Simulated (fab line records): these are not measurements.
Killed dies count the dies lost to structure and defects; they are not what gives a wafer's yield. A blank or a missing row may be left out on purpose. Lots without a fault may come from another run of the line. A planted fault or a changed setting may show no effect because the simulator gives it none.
fab line records	flow nand_harc
record: lots: 13	wafers: 39	last_day: 27
route steps=1159 shown A_WL_FILL@816 A_CONTACT@840 END@1159
lots that met no fault: from a run of the same line without faults
start_h: hours from the record's opening day to when the first of the lot's shown wafers began	wait_h: hours elapsed since this lot's preceding step	" as in the row above	L1.1+2: a row that stands for several wafers	- no value, or no start was given	* or withheld: withheld	< > ~ a bound
route shown NAME@n: names a module that has steps shown in the file, with the first one's number in the route	usual: mean and standard deviation over wafers with no fault	same: alike in all rows	chamber/n: place in a boat	sites: each site's reading	_std_site: the standard deviation of these	_edge_site: the outer-site mean with the inner-site mean subtracted	radius_mm: how far each site lies from the wafer's centre	mask NAME#n: copy n	behind: the last tool/chamber to shape the wafer	hold: the reason the lot was held/the length of the hold in hours/how it ended	device: the n, p or np transistor that did not switch	end of line: tests run on the same wafers once the route is complete	a step without rows: its recipe alone	killed: dies that structure and defects cost at the first sort, which is not the same as the wafer's yield	map: the dies of a wafer, with x for killed, . for not killed, _ for no die there
set.NAME: the setting the step ran with; set.NAME@STEP: the setting that earlier step ran with	model.NAME: the simulator's own value behind a step, which no gauge read
the route's steps for a sample of lots (tables are steps, rows are wafers)
services: a tool's chamber out of use, with start hour (start_h, from the record's first day; less than 0 if before it), hours out, and reason
== steps ==
step: NHARC_A_WL_FILL_STRIP_27
recipe: power_w: 1500	temp_c: 250	time_s: 20	chemistry: N2/H2
usual: drypump_motor_current_A: 5.8/0.54	heater_power_w: 352/17
lot.wafer	tool	chamber	start_h	wait_h	drypump_motor_current_A	heater_power_w	rf_hours_counter_h
L393.1	plasma_asher-01	0	329.35	0.1	5.7	332	14
L393.5	"	0	"	"	5.7	332	-
L393.6	"	1	"	"	5.6	345	-
L395.1	plasma_asher-02	0	375.18	0.1	5.2	366	2
L395.4	"	1	"	"	6.5	344	-
L395.3	"	0	"	"	5.2	366	-
L398.4	plasma_asher-02	1	380.83	0.2	6.5	361	-
L398.6	"	0	"	"	5.2	381	-
L398.5	"	1	"	"	6.5	354	-
L396.1	plasma_asher-02	0	383.59	0.1	5.2	375	5
L396.4	"	1	"	"	6.5	345	-
L396.6	"	1	"	"	6.5	344	-
L397.1	plasma_asher-01	0	386.38	0.1	5.8	330	35
L397.4	"	1	"	"	5.6	334	-
L397.5	"	1	"	"	5.7	346	-
L401.2	plasma_asher-02	0	446.53	0.2	5.2	367	23
L401.4	"	0	"	"	5.2	366	-
L401.6	"	1	"	"	6.5	357	-
L399.1	plasma_asher-01	0	449.30	0.1	5.7	333	53
L399.2	"	1	"	"	5.6	336	53
L399.4	"	1	"	"	5.7	341	-
L408.2	plasma_asher-02	0	458.75	0.1	5.2	372	29
L408.3	"	0	"	"	5.2	378	-
L408.6	"	1	"	"	6.5	357	-
L411.2	plasma_asher-02	0	459.26	0.3	5.2	372	29
L411.5	"	1	"	"	6.5	352	-
L411.6	"	0	"	"	5.3	370	-
L409.2	plasma_asher-01	0	462.24	0.8	5.7	316	0
L409.1	"	1	"	"	5.6	347	0
L409.5	"	1	"	"	5.6	343	-
L413.1	plasma_asher-02	0	503.59	0.1	5.2	366	44
L413.6	"	1	"	"	6.5	347	-
L413.5	"	0	"	"	5.2	372	-
L416.3	plasma_asher-02	1	506.42	0.1	6.5	357	-
L416.4	"	0	"	"	5.2	365	-
L416.6	"	1	"	"	6.5	354	-
L415.2	plasma_asher-02	1	509.23	0.1	6.5	351	44
L415.5	"	1	"	"	6.5	352	-
L415.6	"	0	"	"	5.2	375	-
step: NHARC_A_WL_FILL_ETCHBACK_17
recipe: target_depth_a: 40	time_s: 26.7	chemistry: Cl2/BCl3
usual: drypump_motor_current_A: 5.7/0.46	oes_product_au: 0.994/0.0083	run_length_s: 47.8/0.44
lot.wafer	tool	chamber	start_h	wait_h	drypump_motor_current_A	oes_product_au	rf_hours_counter_h	run_length_s
L393.1	rie_metal-02	0	339.53	-	6.2	0.998	3.5	48.1
L393.6	"	1	"	"	4.9	0.998	-	48.3
L393.5	"	0	"	"	6.2	0.996	-	48.3
L395.1	rie_metal-01	1	385.50	-	6.0	1.002	0.9	47.2
L395.4	"	1	"	"	6.0	0.991	-	47.4
L395.3	"	0	"	"	5.6	1.009	-	47.3
L396.1	rie_metal-01	0	391.07	-	5.6	0.986	0.9	47.2
L396.4	"	1	"	"	6.0	0.997	-	47.6
L396.6	"	0	"	"	5.6	1.001	-	47.2
L398.4	rie_metal-03	1	391.18	-	5.9	0.992	-	48.7
L398.5	"	0	"	"	5.3	1.007	-	47.9
L398.6	"	1	"	"	5.9	0.996	-	48.3
L397.1	rie_metal-02	1	397.56	-	4.8	0.978	0	48.2
L397.4	"	0	"	"	6.2	1.007	-	47.8
L397.5	"	0	"	"	6.2	0.998	-	48.0
L401.2	rie_metal-01	0	454.72	-	5.6	0.997	2.2	47.5
L401.4	"	0	"	"	5.6	0.996	-	47.4
L401.6	"	1	"	"	6.0	0.993	-	47.3
L399.1	rie_metal-02	0	460.93	-	6.2	0.993	2.3	47.8
L399.2	"	1	"	"	4.8	0.981	2.3	48.5
L399.4	"	0	"	"	6.2	0.993	-	48.3
L408.2	rie_metal-01	0	467.78	-	5.6	0.999	3.3	32.6
L408.3	"	0	"	"	5.6	0.988	-	32.7
L408.6	"	0	"	"	5.6	0.995	-	32.9
L409.1	rie_metal-01	1	471.20	-	6.0	0.997	3.4	47.1
L409.2	"	0	"	"	5.6	1.000	3.4	32.5
L409.5	"	1	"	"	6.0	0.985	-	47.3
L411.2	rie_metal-03	0	475.12	-	5.3	0.984	0.3	48.0
L411.6	"	0	"	"	5.4	1.001	-	48.2
L411.5	"	1	"	"	5.9	1.001	-	48.0
L413.1	rie_metal-02	1	513.98	-	4.9	0.990	4.0	48.6
L413.5	"	1	"	"	4.8	0.981	-	48.2
L413.6	"	0	"	"	6.3	0.980	-	48.1
L416.4	rie_metal-03	0	517.96	-	5.4	0.999	-	47.5
L416.3	"	1	"	"	5.9	0.999	-	48.4
L416.6	"	0	"	"	5.4	0.991	-	47.7
L415.2	rie_metal-03	1	520.09	-	6.0	1.004	1.2	48.0
L415.6	"	0	"	"	5.3	1.007	-	47.5
L415.5	"	1	"	"	5.9	0.997	-	48.1
step: NHARC_A_WL_FILL_ALD_19
recipe: target_thk_a: 20	pulse_time_s: 3	ald_cycles: 100	temp_c: 450	material: TiN
usual: heater_power_w: 1115/110	precursor_pulse_height_rel: 1.000/0.021
lot.wafer	tool	chamber	start_h	wait_h	heater_power_w	precursor_pulse_height_rel	since_wet_clean_h
L393.1	ald_metal-02	3	344.85	0.1	1215	0.996	149
L393.5	"	2	"	"	1127	0.983	-
L393.6	"	3	"	"	1215	0.968	-
L395.1	ald_metal-01	3	390.87	0.1	1172	1.009	101
L395.3	"	1	"	"	908	1.017	101
L395.4	"	2	"	"	1234	0.989	101
L396.4	ald_metal-04	2	396.57	0.1	1282	1.014	159
L396.1	"	3	"	"	1045	1.008	159
L396.6	"	2	"	"	1274	1.000	-
L398.4	ald_metal-02	1	396.58	0.1	1046	0.990	23
L398.5	"	1	"	"	1042	0.994	-
L398.6	"	2	"	"	1082	1.006	-
L397.1	ald_metal-04	0	403.33	0.1	1019	0.982	165
L397.4	"	1	"	"	1190	1.011	165
L397.5	"	2	"	"	1312	1.018	-
L401.2	ald_metal-02	1	460.31	0.1	1041	1.037	86
L401.4	"	2	"	"	1114	1.013	86
L401.6	"	0	"	"	1077	1.018	-
L399.2	ald_metal-04	2	466.59	0.1	1295	1.008	51
L399.1	"	3	"	"	1007	0.954	51
L399.4	"	0	"	"	916	0.983	51
L408.2	ald_metal-04	2	473.48	0.1	1283	0.991	58
L408.3	"	1	"	"	1161	0.956	58
L408.6	"	2	"	"	1230	1.035	-
L409.2	ald_metal-01	2	476.69	0.1	1243	1.028	9
L409.1	"	0	"	"	1192	1.030	9
L409.5	"	3	"	"	1150	0.974	-
L411.2	ald_metal-02	2	480.78	0.1	1089	0.995	107
L411.6	"	2	"	"	1082	0.990	-
L411.5	"	3	"	"	1234	1.020	-
L413.1	ald_metal-01	0	519.54	0.2	1214	1.000	52
L413.5	"	1	"	"	912	1.034	-
L413.6	"	2	"	"	1247	1.005	-
L416.4	ald_metal-02	2	523.40	0.1	1117	1.029	149
L416.3	"	1	"	"	1064	0.986	149
L416.6	"	3	"	"	1218	0.985	-
L415.2	ald_metal-01	0	523.53	0.2	1187	1.015	56
L415.5	"	1	"	"	930	0.998	-
L415.6	"	2	"	"	1258	1.014	-
step: NHARC_A_CONTACT_DEP_24
recipe: target_thk_a: 5000	temp_c: 400	pressure_torr: 6.5	rf_w: 900	teos_flow_sccm: 161.4	flow_sccm: 2650	target_thk_nm: 500	gas: O2	material: SiO2
usual: heater_power_w: 544/55	mfc_precursor_sccm: 161.5/0.51	throttle_valve_pct: 16.3/0.41
lot.wafer	tool	chamber	start_h	wait_h	heater_power_w	mfc_precursor_sccm	since_wet_clean_h	throttle_valve_pct
L393.1	pecvd-04	2	372.36	0.2	456	161.3	164	16.5
L393.5	"	1	"	"	385	160.9	-	16.5
L393.6	"	2	"	"	512	160.8	-	16.2
L395.1	pecvd-02	1	409.00	0.1	528	162.5	62	17.2
L395.3	"	2	"	"	604	161.9	62	15.6
L395.4	"	1	"	"	549	162.3	-	16.9
L396.1	pecvd-04	0	415.45	0.1	492	161.8	27	15.9
L396.4	"	0	"	"	517	161.9	-	16.2
L396.6	"	1	"	"	560	159.7	-	15.8
L398.6	pecvd-03	2	419.89	0.3	506	160.9	-	15.5
L398.4	"	0	"	"	360	161.6	-	16.6
L398.5	"	1	"	"	440	161.4	-	15.8
L397.1	pecvd-04	2	426.43	0.2	537	161.1	37	16.1
L397.5	"	1	"	"	506	161.6	-	16.2
L397.4	"	0	"	"	547	161.9	-	16.1
L401.2	pecvd-04	2	466.22	0.1	534	161.2	77	16.5
L401.6	"	0	"	"	501	160.9	-	16.5
L401.4	"	1	"	"	555	162.0	-	16.0
L399.1	pecvd-04	1	475.04	0.1	585	161.4	86	16.2
L399.2	"	0	"	"	576	160.8	86	16.4
L399.4	"	1	"	"	438	161.7	-	16.1
L408.2	pecvd-02	1	492.98	0.1	464	160.9	146	17.1
L408.3	"	0	"	"	631	161.0	146	16.8
L408.6	"	0	"	"	644	162.1	-	16.9
L409.2	pecvd-04	1	497.37	0.2	533	161.6	108	16.1
L409.1	"	2	"	"	480	162.3	108	16.4
L409.5	"	2	"	"	518	161.7	-	16.3
L411.2	pecvd-02	1	502.75	0.1	564	161.3	156	17.2
L411.5	"	1	"	"	559	161.7	-	17.2
L411.6	"	2	"	"	473	161.8	-	16.0
L413.1	pecvd-04	1	529.51	0.1	469	161.4	141	16.2
L413.5	"	1	"	"	487	161.1	-	16.2
L413.6	"	2	"	"	536	162.0	-	16.4
L416.3	pecvd-02	1	534.58	0.2	547	161.0	6	16.3
L416.6	"	0	"	"	611	160.9	-	16.3
L416.4	"	1	"	"	567	161.8	-	16.6
L415.2	pecvd-04	0	534.62	0.2	557	160.3	146	16.1
L415.5	"	1	"	"	598	162.3	-	16.2
L415.6	"	0	"	"	579	160.8	-	16.3
step: NHARC_END_SORT_01
recipe: temp_c: 25
usual: killed_at_array: 28/11	killed_at_other: 0.9/1.2	killed_at_periphery: 2.6/2.1	killed_dies: 31/11	killed_open: 3.1/1.7	killed_short: 1.9/1.3
same: gross_dies: 677
lot.wafer	tool	chamber	start_h	wait_h	killed_at_array	killed_at_other	killed_at_periphery	killed_dies	killed_open	killed_short
L399.1	prober-02	0	572.34	2.5	13	0	3	16	4	1
L399.2	prober-02	0	573.14	2.8	15	0	2	17	2	3
L399.4	prober-02	0	574.75	3.4	10	0	4	14	1	2
L408.2	prober-02	0	599.20	2.8	23	3	0	26	2	0
L408.3	prober-02	0	600.00	3.1	14	4	2	20	5	1
L408.6	prober-02	0	602.37	4.0	30	3	0	33	3	0
L413.1	prober-02	0	621.68	2.5	15	1	6	22	4	0
L413.5	prober-02	0	624.87	3.7	17	0	3	20	4	1
L413.6	prober-02	0	625.67	4.0	21	0	7	28	7	1
L415.2	prober-02	0	638.05	2.8	36	1	4	41	5	1
L415.5	prober-02	0	640.40	3.6	30	1	2	33	2	2
L415.6	prober-02	0	641.18	3.9	34	2	4	40	4	0
killed by level:class
L399.1 A_STAIRCASE:chamber_film_flake=3 A_CONTACT:chamber_film_flake=3 P_CONTACT:geometric_particle:open=2 A_CHANNEL_HOLE_D1:chamber_film_flake=2 A_ONON_D1:geometric_particle:open=1 A_CHANNEL_FILL_D1:geometric_particle:open=1 A_CONTACT:geometric_particle:short=1 P_STI:chamber_film_flake=1
L399.2 A_CONTACT:chamber_film_flake=5 A_STAIRCASE:chamber_film_flake=3 A_SGD_CUT:geometric_particle:open=2 A_WL_FILL:geometric_particle:short=2 A_CHANNEL_HOLE_D1:chamber_film_flake=2 P_M1:geometric_particle:short=1 P_STI:chamber_film_flake=1 A_WL_FILL:chamber_film_flake=1
L399.4 A_CHANNEL_HOLE_D1:chamber_film_flake=4 A_CONTACT:chamber_film_flake=3 A_STAIRCASE:chamber_film_flake=2 P_STI:geometric_particle:open=1 P_CONTACT:geometric_particle:short=1 P_M1:geometric_particle:short=1 P_CONTACT:chamber_film_flake=1 A_WL_FILL:chamber_film_flake=1
L408.2 A_SLIT:chamber_film_flake=12 A_CHANNEL_HOLE_D1:chamber_film_flake=5 A_CONTACT:chamber_film_flake=3 THIN_TSV:chamber_film_flake=3 A_ONON_D1:geometric_particle:open=1 A_M0:geometric_particle:open=1 A_STAIRCASE:chamber_film_flake=1
L408.3 A_SLIT:chamber_film_flake=6 THIN_TSV:chamber_film_flake=4 A_WL_FILL:geometric_particle:open=2 A_STAIRCASE:chamber_film_flake=2 P_GATE:geometric_particle:open=1 A_CHANNEL_FILL_D1:geometric_particle:short=1 A_CHANNEL_FILL_D1:geometric_particle:open=1 A_CONTACT:geometric_particle:open=1
L408.6 A_SLIT:chamber_film_flake=12 A_CHANNEL_HOLE_D1:chamber_film_flake=7 A_CONTACT:chamber_film_flake=6 THIN_TSV:chamber_film_flake=3 A_BLC:geometric_particle:open=2 A_STAIRCASE:chamber_film_flake=2 A_CONTACT:geometric_particle:open=1
L413.1 P_M1:chamber_film_flake=6 A_CHANNEL_HOLE_D1:chamber_film_flake=3 A_CONTACT:chamber_film_flake=3 A_CONTACT:geometric_particle:open=2 A_STAIRCASE:chamber_film_flake=2 A_BONDPAD:chamber_film_flake=2 A_SLIT:geometric_particle:open=1 A_BLC:geometric_particle:open=1
L413.5 A_STAIRCASE:chamber_film_flake=6 A_CHANNEL_HOLE_D1:chamber_film_flake=3 A_CONTACT:chamber_film_flake=3 A_M0:geometric_particle:open=2 P_M1:chamber_film_flake=2 P_M0:geometric_particle:open=1 A_CONTACT:geometric_particle:short=1 A_CONTACT:geometric_particle:open=1
L413.6 A_STAIRCASE:chamber_film_flake=6 A_CHANNEL_HOLE_D1:chamber_film_flake=5 A_CONTACT:chamber_film_flake=4 P_M1:chamber_film_flake=3 A_CHANNEL_FILL_D1:geometric_particle:open=2 P_GATE:geometric_particle:short=1 P_GATE:geometric_particle:open=1 P_CONTACT:geometric_particle:open=1
L415.2 A_CHANNEL_HOLE_D1:chamber_film_flake=26 A_CONTACT:chamber_film_flake=3 P_CONTACT:geometric_particle:open=2 A_STAIRCASE:chamber_film_flake=2 A_SLIT:chamber_film_flake=2 P_GATE:geometric_particle:short=1 A_CHANNEL_FILL_D1:geometric_particle:open=1 A_CONTACT:geometric_particle:open=1
L415.5 A_CHANNEL_HOLE_D1:chamber_film_flake=20 A_CONTACT:chamber_film_flake=4 A_SLIT:chamber_film_flake=3 P_GATE:geometric_particle:open=1 P_M0:geometric_particle:open=1 A_ONON_D1:geometric_particle:short=1 A_M1:geometric_particle:short=1 A_M1:chamber_film_flake=1
L415.6 A_CHANNEL_HOLE_D1:chamber_film_flake=22 A_STAIRCASE:chamber_film_flake=6 A_CONTACT:chamber_film_flake=4 P_M0:geometric_particle:open=2 THIN_TSV:chamber_film_flake=2 P_GATE:geometric_particle:open=1 A_M0:geometric_particle:open=1 P_GATE:chamber_film_flake=1
== services ==
tool	chamber	start_h	hours	kind
pecvd-04	2	307.32	17.4	repair
pecvd-02	1	314.05	2.2	repair
pecvd-02	-	317.25	0.3	repair
rie_metal-01	-	332.00	9.0	pm
pecvd-02	-	334.00	13.0	pm
plasma_asher-02	-	360.35	9.0	pm
ald_metal-02	-	364.00	10.0	pm
plasma_asher-01	-	372.53	2.9	repair
pecvd-04	-	376.00	13.0	pm
ald_metal-04	3	380.14	8.1	repair
rie_metal-02	-	388.18	9.0	pm
ald_metal-04	-	406.00	10.0	pm
rie_metal-03	-	417.39	2.5	repair
ald_metal-02	3	418.24	24.3	repair
pecvd-02	0	421.28	39.5	repair
ald_metal-02	0	430.00	4.4	repair
ald_metal-02	-	438.50	0.6	repair
rie_metal-03	-	449.30	0.1	repair
plasma_asher-02	-	451.55	0.5	repair
rie_metal-03	-	453.00	9.0	pm
ald_metal-02	0	475.49	6.3	repair
ald_metal-02	-	486.19	1.9	repair
plasma_asher-02	-	497.80	1.2	repair
rie_metal-01	-	509.00	9.0	pm
== key ==
first_sign: step: NHARC_A_WL_FILL_ETCHBACK_17	reading: run_length_s	direction: down	sigmas: 34	usual: *	struck: *
effect none on later readings
met_at NHARC_A_WL_FILL_ETCHBACK_17
struck_lots L408,L409
struck_wafers L408.2,L408.3,L408.6,L409.2
tester_left_out L408,L409
not_acting_at NHARC_A_WL_FILL_STRIP_27,NHARC_A_WL_FILL_ALD_19,NHARC_A_CONTACT_DEP_24
onset_between 454.72 467.78
fault: kind: process_parameter_drift	tool: rie_metal-01	chamber: 0	onset_h: 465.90	steps: NHARC_A_WL_FILL_ETCHBACK_17	channel: time_s	offset: *	shape: step	end_h: 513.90	acts_in: *	stated: *
tester_left_out: of these lots the tester's yield and bins aren't shown, on N5 and GAA mostly nor the transistor test; their killed dies are dies lost to structure and defects alone, not to doping, threshold or leakage, so they don't give the yield
